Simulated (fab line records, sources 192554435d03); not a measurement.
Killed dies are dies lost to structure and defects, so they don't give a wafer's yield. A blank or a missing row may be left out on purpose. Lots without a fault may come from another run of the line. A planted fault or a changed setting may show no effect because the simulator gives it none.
fab line records | flow n5_finfet
record lots=10 wafers=30 last_day=17
route steps=1938 shown BEOL_M9@1461 BEOL_M10@1470 PASSIVATION@1936
lots that met no fault: from a run of the same line without faults
start_h: hours from the record's first day to the start of the lot's first wafer shown | wait_h: hours since the lot's step before | " the same as in the row above | L1.1+2: a row that stands for several wafers | - no value, or no start given | * or withheld: withheld | < > ~ a bound
route shown NAME@n: a module of which the file shows steps, and the number in the route of the first | usual: mean/standard deviation of fault-free wafers | same: alike in all rows | chamber/n: place in a boat | sites: the reading at each site | _std_site: their standard deviation | _edge_site: outer sites' mean less inner sites' | radius_mm: how far each site lies from the wafer's centre | mask NAME#n: copy n | behind: the tool/chamber that last shaped the wafer | hold: why the lot was held/for how many hours/how that ended | device: the transistor (n, p or np) that didn't switch | end of line: the same wafers' tests at the end of the route | a step without rows: its recipe alone | killed: dies lost to structure and defects at the first sort, not the wafer's yield | map: a wafer's dies, x killed, . not, _ none there
set.NAME: the setting as run; set.NAME@STEP: as run at that earlier step | model.NAME: the simulator's own value behind a step, which no gauge read
steps of the route over a sample of lots; a table a step, a row a wafer
services: from which hour (start_h, from the record's first day; less than 0 if before it) a tool's chamber was out of use, for how many hours, and why
## steps
# step N5_BEOL_M9_SPUTTER_48
# recipe material=Cu target_thk_a=120 temp_c=-20 bias_v=60 power_w=26000 chamber_pressure_pa=0.13 time_s=2
# usual chamber_pressure_pa=0.12998/0.00027 throttle_valve_pct=29.7/1.3
# columns lot.wafer tool chamber start_h wait_h chamber_pressure_pa throttle_valve_pct
L623.1 pvd_sputter-02 - 211.32 0.1 0.12985 30.7
L623.2 " - " " 0.12984 30.8
L623.3 " - " " 0.12949 30.8
L625.1 pvd_sputter-03 - 236.06 0.1 0.13024 28.7
L625.4 " - " " 0.12986 28.2
L625.5 " - " " 0.13004 28.8
L627.1 pvd_sputter-03 - 240.07 0.2 0.12995 28.5
L627.5 " - " " 0.13014 28.6
L627.6 " - " " 0.12977 28.8
L630.1 pvd_sputter-02 - 257.37 0.1 0.13018 30.9
L630.3 " - " " 0.13016 31.1
L630.5 " - " " 0.1295 31.1
L632.2 pvd_sputter-03 - 265.37 0.1 0.13046 28.4
L632.3 " - " " 0.12984 28.6
L632.6 " - " " 0.13005 30.9
L640.1 pvd_sputter-03 - 326.08 0.3 0.12993 28.3
L640.3 " - " " 0.12946 28.6
L640.6 " - " " 0.12962 28.6
L642.3 pvd_sputter-01 - 338.17 0.1 0.12974 28.1
L642.5 " - " " 0.12985 31.6
L642.6 " - " " 0.12972 27.8
L645.4 pvd_sputter-03 - 347.04 0.1 0.13022 31.2
L645.5 " - " " 0.13005 28.4
L645.6 " - " " 0.12968 30.7
L644.1 pvd_sputter-03 - 347.68 0.1 0.13033 28.6
L644.2 " - " " 0.12979 30.9
L644.4 " - " " 0.13017 28.5
L646.1 pvd_sputter-01 - 354.15 0.1 0.12953 28.0
L646.2 " - " " 0.12993 29.2
L646.6 " - " " 0.12988 30.7
# step N5_BEOL_M9_INSPECT_58
# recipe inspect_instrument=darkfield mode=post_dep
# usual raw_defect_count=70/21
# columns lot.wafer tool chamber start_h wait_h raw_defect_count
L623.1 defect_inspect-02 - 212.34 0.0 65
L623.2 " - " " 77
L623.3 " - " " 70
L625.1 defect_inspect-01 - 237.45 0.0 64
L625.4 " - " " 75
L625.5 " - " " 86
L627.1 defect_inspect-01 - 241.09 0.0 58
L627.5 " - " " 44
L627.6 " - " " 44
L630.1 defect_inspect-02 - 258.35 0.0 87
L630.3 " - " " 66
L630.5 " - " " 96
L632.2 defect_inspect-01 - 266.62 0.0 56
L632.3 " - " " 70
L632.6 " - " " 77
L640.1 defect_inspect-02 - 327.24 0.0 60
L640.3 " - " " 59
L640.6 " - " " 124
L642.3 defect_inspect-01 - 339.15 0.0 79
L642.5 " - " " 94
L642.6 " - " " 89
L645.4 defect_inspect-02 - 348.04 0.0 43
L645.5 " - " " 75
L645.6 " - " " 61
L644.1 defect_inspect-02 - 348.72 0.0 94
L644.2 " - " " 84
L644.4 " - " " 89
L646.1 defect_inspect-01 - 355.13 0.0 71
L646.2 " - " " 80
L646.6 " - " " 53
# step N5_BEOL_M10_ILD_DEP_00
# recipe material=SiCOH_lowk target_thk_a=3085.1 temp_c=300 precursor=DEMS/porogen pressure_torr=5 rf_w=500 time_s=58
# usual chamber_pressure_Torr=4.999/0.011 heater_power_w=316/64 showerhead_plenum_p_Torr=5.748/0.018 throttle_valve_pct=14.0/0.76
# columns lot.wafer tool chamber start_h wait_h chamber_pressure_Torr heater_power_w showerhead_plenum_p_Torr throttle_valve_pct
L623.1 pecvd-02 1 212.38 0.0 4.997 225 5.757 14.5
L623.2 " 2 " " 4.986 255 5.743 13.9
L623.3 " 0 " " 4.994 467 5.752 13.6
L625.1 pecvd-03 0 237.49 0.0 4.991 378 5.763 14.1
L625.4 " 0 " " 5.009 378 5.765 14.4
L625.5 " 1 " " 4.993 321 5.758 15.0
L627.1 pecvd-02 0 241.12 0.0 5.006 476 5.747 13.6
L627.5 " 1 " " 5.005 217 5.742 14.9
L627.6 " 2 " " 5.007 258 5.737 13.3
L630.1 pecvd-04 0 258.39 0.0 5.002 288 5.727 14.8
L630.3 " 2 " " 5.003 326 5.734 13.3
L630.5 " 2 " " 5.003 338 5.730 13.0
L632.2 pecvd-04 0 266.66 0.0 5.003 241 5.717 14.7
L632.3 " 1 " " 4.998 367 5.750 13.4
L632.6 " 2 " " 5.009 361 5.743 13.1
L640.1 pecvd-02 1 327.28 0.0 5.020 257 5.758 14.8
L640.3 " 0 " " 4.978 478 5.748 13.6
L640.6 " 2 " " 4.992 278 5.735 13.5
L642.3 pecvd-03 2 339.19 0.0 5.003 307 5.735 13.2
L642.5 " 2 " " 5.000 321 5.733 13.1
L642.6 " 1 " " 5.004 328 5.753 14.8
L645.4 pecvd-02 0 348.11 0.1 5.012 465 5.746 13.5
L645.5 " 2 " " 4.992 290 5.733 13.4
L645.6 " 1 " " 4.988 201 5.752 14.5
L644.1 pecvd-04 1 348.76 0.0 5.000 346 5.745 13.2
L644.2 " 2 " " 5.006 382 5.728 13.0
L644.4 " 0 " " 4.991 289 5.715 14.8
L646.1 pecvd-04 2 355.17 0.0 4.988 319 5.726 13.0
L646.2 " 1 " " 4.996 314 5.783 13.4
L646.6 " 2 " " 5.010 329 5.739 13.2
# step N5_BEOL_M10_INSPECT_13
# recipe mode=adi inspect_instrument=brightfield
# usual raw_defect_count=420/84
# columns lot.wafer tool chamber start_h wait_h raw_defect_count
L623.1 defect_inspect-01 - 214.87 0.0 322
L623.2 " - " " 409
L623.3 " - " " 311
L625.1 defect_inspect-02 - 240.52 0.0 467
L625.4 " - " " 556
L625.5 " - " " 482
L627.1 defect_inspect-02 - 244.45 0.0 539
L627.5 " - " " 490
L627.6 " - " " 356
L630.1 defect_inspect-02 - 261.10 0.0 938
L630.3 " - " " 980
L630.5 " - " " 1152
L632.2 defect_inspect-01 - 269.09 0.0 1006
L632.3 " - " " 1126
L632.6 " - " " 1100
L640.1 defect_inspect-02 - 329.46 0.0 411
L640.3 " - " " 368
L640.6 " - " " 527
L642.3 defect_inspect-02 - 340.70 0.0 415
L642.5 " - " " 329
L642.6 " - " " 430
L645.4 defect_inspect-01 - 350.08 0.0 383
L645.5 " - " " 334
L645.6 " - " " 432
L644.1 defect_inspect-01 - 350.11 0.0 436
L644.2 " - " " 471
L644.4 " - " " 545
L646.1 defect_inspect-02 - 357.29 0.0 453
L646.2 " - " " 532
L646.6 " - " " 383
# step N5_BEOL_M10_ETCH_62
# recipe chemistry=N2/H2 target=SOC target_depth_a=1100 overetch_a=220 mask_material=SiARC temp_c=40 time_s=165 ion_energy_ev=200 pressure_mtorr=30 source_w=840 bias_w=150 n2_flow_sccm=200 h2_flow_sccm=200
# usual chamber_pressure_mTorr=30.001/0.027 drypump_motor_current_A=5.7/0.55 oes_product_au=0.68/0.076 rf_vpp_V=524.6/2.2 showerhead_plenum_p_Torr=2.56/0.078 throttle_valve_pct=17.79/0.24
# columns lot.wafer tool chamber start_h wait_h chamber_pressure_mTorr drypump_motor_current_A oes_product_au rf_hours_counter_h rf_vpp_V showerhead_plenum_p_Torr throttle_valve_pct
L623.1 rie_diel-05 3 214.99 0.0 29.998 5.7 0.71 61 526.7 2.68 17.50
L623.2 " 1 " " 29.982 5.7 0.66 108 527.9 2.67 18.01
L623.3 " 2 " " 30.003 5.1 0.58 230 525.9 2.62 18.13
L625.1 rie_diel-01 1 240.68 0.0 29.964 5.9 0.76 29 522.3 2.49 17.72
L625.4 " 0 " " 29.985 5.1 0.68 84 520.9 2.45 17.68
L625.5 " 3 " " 30.007 5.3 0.60 - 525.7 2.60 18.23
L627.1 rie_diel-01 1 244.57 0.0 30.039 5.9 0.76 30 522.4 2.48 17.72
L627.5 " 1 " " 29.998 5.9 0.76 - 521.5 2.48 17.72
L627.6 " 0 " " 30.027 5.1 0.68 - 521.6 2.44 17.68
L630.1 rie_diel-06 0 261.28 0.0 30.017 4.9 0.69 75 522.7 2.47 17.80
L630.3 " 3 " " 29.990 5.8 0.61 190 524.1 2.53 18.06
L630.5 " 0 " " 29.988 4.9 0.69 - 519.2 2.47 17.80
L632.2 rie_diel-05 1 269.23 0.0 29.975 5.8 0.65 130 526.5 2.66 18.05
L632.3 " 3 " " 30.006 5.7 0.69 84 527.5 2.67 17.52
L632.6 " 3 " " 30.028 5.7 0.68 - 529.8 2.67 17.54
L640.1 rie_diel-06 2 329.58 0.0 30.056 6.6 0.77 24 525.2 2.59 17.54
L640.3 " 0 " " 30.047 4.9 0.67 99 523.0 2.46 17.86
L640.6 " 1 " " 29.956 5.2 0.61 - 523.2 2.51 17.66
L642.3 rie_diel-06 1 340.82 0.0 29.958 5.2 0.60 207 524.1 2.51 17.66
L642.5 " 2 " " 29.987 6.6 0.77 - 525.4 2.58 17.53
L642.6 " 1 " " 29.969 5.2 0.61 - 524.0 2.51 17.65
L645.4 rie_diel-06 1 350.20 0.0 30.046 5.2 0.60 211 523.6 2.51 17.66
L645.5 " 1 " " 30.025 5.2 0.60 - 522.1 2.51 17.66
L645.6 " 2 " " 29.980 6.6 0.76 - 525.5 2.58 17.53
L644.1 rie_diel-05 3 350.23 0.0 29.992 5.7 0.67 113 527.5 2.66 17.59
L644.2 " 2 " " 30.042 5.1 0.78 22 525.4 2.61 17.81
L644.4 " 0 " " 29.988 6.6 0.75 40 522.9 2.48 17.57
L646.1 rie_diel-05 2 357.41 0.0 29.977 5.1 0.78 24 525.5 2.61 17.81
L646.2 " 0 " " 30.033 6.6 0.75 43 522.2 2.48 17.60
L646.6 " 3 " " 30.007 5.7 0.66 - 528.5 2.66 17.57
# step N5_BEOL_M10_INSPECT_30
# recipe mode=adi inspect_instrument=brightfield
# usual raw_defect_count=415/90
# columns lot.wafer tool chamber start_h wait_h raw_defect_count
L623.1 defect_inspect-01 - 215.83 0.0 315
L623.2 " - " " 411
L623.3 " - " " 335
L625.1 defect_inspect-02 - 241.54 0.0 436
L625.4 " - " " 546
L625.5 " - " " 501
L627.1 defect_inspect-01 - 246.59 0.0 493
L627.5 " - " " 455
L627.6 " - " " 304
L630.1 defect_inspect-01 - 264.13 0.0 928
L630.3 " - " " 948
L630.5 " - " " 1116
L632.2 defect_inspect-01 - 270.67 0.0 1023
L632.3 " - " " 1109
L632.6 " - " " 1114
L640.1 defect_inspect-01 - 330.41 0.0 375
L640.3 " - " " 320
L640.6 " - " " 496
L642.3 defect_inspect-01 - 343.14 0.0 407
L642.5 " - " " 306
L642.6 " - " " 373
L644.1 defect_inspect-01 - 352.37 0.0 442
L644.2 " - " " 472
L644.4 " - " " 552
L645.4 defect_inspect-02 - 352.54 0.0 414
L645.5 " - " " 384
L645.6 " - " " 474
L646.1 defect_inspect-01 - 358.25 0.0 393
L646.2 " - " " 506
L646.6 " - " " 335
# step N5_PASSIVATION_PROBE_49
# usual defect_limited_yield=91.3/1.5 killed_at_M0_to_M3=33/12 killed_at_M4_up=13/5.2 killed_at_contacts=13/6.7 killed_at_front_end=40/11 killed_at_other=4.1/2.7 killed_dies=103/17 killed_on_rim=14/4.2 killed_open=69/13 killed_short=33/8.4 sort_bin_5_function=5.1/1 sort_bin_6_memory=3.2/0.62 sort_n_pass=1077/17 sort_yield_pct=91.3/1.5
# same gross_dies=1180 killed_at_back_side=0 sort_bin_4_leakage[%]=0 sort_bin_8_speed[%]=0
# columns lot.wafer tool chamber start_h wait_h defect_limited_yield[%] killed_at_M0_to_M3 killed_at_M4_up killed_at_contacts killed_at_front_end killed_at_other killed_dies killed_on_rim killed_open killed_short sort_bin_5_function[%] sort_bin_6_memory[%] sort_n_pass sort_yield_pct[%]
L630.1 prober-01 - 316.66 0.0 87.0 34 71 12 36 0 153 27 63 31 8.2 3.2 1027 87.0
L630.3 prober-01 - 316.76 0.1 82.1 36 99 19 54 3 211 32 86 43 10.2 5.0 969 82.1
L630.5 prober-01 - 316.86 0.2 83.4 31 103 31 31 0 196 32 77 34 10.3 4.1 984 83.4
L632.2 prober-01 - 325.53 0.1 87.1 17 76 13 38 8 152 24 54 33 7.9 3.3 1028 87.1
L632.3 prober-01 - 325.58 0.1 83.2 24 125 8 34 7 198 24 52 31 8.8 4.8 982 83.2
L632.6 prober-01 - 325.73 0.3 86.9 21 84 17 28 4 154 32 37 39 8.1 3.6 1026 86.9
# killed by level:class
L630.1 BEOL_M10:unspecified=59 STI_FIN_REVEAL:geometric_particle:open=12 BEOL_M0_SAQP:geometric_particle:short=11 FIN_SAQP:geometric_particle:open=6 MOL_CONTACT_COAG:geometric_particle:open=6 MOL_CONTACT_COAG:geometric_particle:short=6 DUMMY_GATE:geometric_particle:open=5 ILD0:geometric_particle:open=5
L630.3 BEOL_M10:unspecified=82 MOL_CONTACT_COAG:geometric_particle:open=14 DUMMY_GATE:geometric_particle:open=12 BEOL_M0_SAQP:geometric_particle:open=12 FIN_SAQP:geometric_particle:short=9 STI_FIN_REVEAL:geometric_particle:open=9 BEOL_M0_SAQP:geometric_particle:short=7 BEOL_M4:geometric_particle:open=7
L630.5 BEOL_M10:unspecified=84 MOL_CONTACT_COAG:geometric_particle:open=27 FIN_SAQP:geometric_particle:open=9 BEOL_M4:geometric_particle:short=8 BEOL_M1:geometric_particle:open=8 BEOL_M4:geometric_particle:open=7 FIN_SAQP:geometric_particle:short=6 BEOL_M2:geometric_particle:open=6
L632.2 BEOL_M10:unspecified=65 FIN_SAQP:geometric_particle:open=14 MOL_CONTACT_COAG:geometric_particle:open=8 BEOL_M0_SAQP:geometric_particle:open=8 MOL_CONTACT_COAG:geometric_particle:short=5 BEOL_M0_SAQP:geometric_particle:short=5 STI_FIN_REVEAL:geometric_particle:open=4 FIN_SAQP:geometric_particle:short=3
L632.3 BEOL_M10:unspecified=113 STI_FIN_REVEAL:geometric_particle:open=9 MOL_CONTACT_COAG:geometric_particle:short=6 BEOL_M0_SAQP:geometric_particle:short=6 DUMMY_GATE:geometric_particle:open=5 BEOL_M0_SAQP:geometric_particle:open=5 BEOL_M2:geometric_particle:open=5 GATE_CUT:geometric_particle:open=4
L632.6 BEOL_M10:unspecified=77 MOL_CONTACT_COAG:geometric_particle:short=11 STI_FIN_REVEAL:geometric_particle:open=7 MOL_CONTACT_COAG:geometric_particle:open=6 STARTING-WAFER:geometric_particle:short=6 BEOL_M0_SAQP:geometric_particle:short=5 BEOL_M2:geometric_particle:open=5 GATE_CUT:geometric_particle:short=4
## services
# columns tool chamber start_h hours kind
pecvd-02 1 189.86 2.9 repair
rie_diel-01 1 194.65 3.8 repair
rie_diel-05 1 208.51 1.2 repair
rie_diel-05 0 212.49 - clean
rie_diel-05 0 212.49 - consumable_replace:focus_ring
rie_diel-05 0 212.49 26.6 scheduled_down
rie_diel-05 0 212.49 26.6 vent_cycle
rie_diel-06 - 229.49 2.8 pm
pecvd-04 1 239.86 2.1 scheduled_down
rie_diel-06 2 245.69 - clean
rie_diel-06 2 245.69 - consumable_replace:focus_ring
rie_diel-06 2 245.69 18.1 scheduled_down
rie_diel-06 2 245.69 18.1 vent_cycle
rie_diel-05 1 251.98 3.1 repair
pecvd-03 0 275.91 7.4 repair
pecvd-04 - 278.25 1.6 repair
pvd_sputter-03 - 279.46 4.2 repair
rie_diel-01 2 285.88 1.5 repair
rie_diel-01 0 288.34 2.1 repair
pecvd-03 1 301.75 6.2 repair
pecvd-02 - 308.21 5.5 pm
rie_diel-06 3 325.99 4.0 repair
rie_diel-06 2 334.33 4.9 repair
rie_diel-06 3 343.16 4.0 repair
## key
first_sign step=N5_BEOL_M10_INSPECT_13 reading=raw_defect_count direction=up sigmas=7.5 usual=420 struck=1050
effect step=N5_BEOL_M10_INSPECT_30 reading=raw_defect_count direction=up sigmas=7 usual=415 struck=1040
effect step=N5_PASSIVATION_PROBE_49 reading=killed_at_M4_up direction=up sigmas=15 usual=13 struck=93
more_kills_born_at N5_BEOL_M10_ILD_DEP_00@pecvd-04=480
met_at N5_BEOL_M10_ILD_DEP_00
struck_lots L630,L632
not_acting_at N5_BEOL_M9_SPUTTER_48,N5_BEOL_M9_INSPECT_58,N5_BEOL_M10_ETCH_62
fault kind=chamber_particle_source tool=pecvd-04 chamber=- onset_h=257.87 steps=N5_BEOL_M10_ILD_DEP_00 rate_per_visit_cm2=1.0247 end_h=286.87
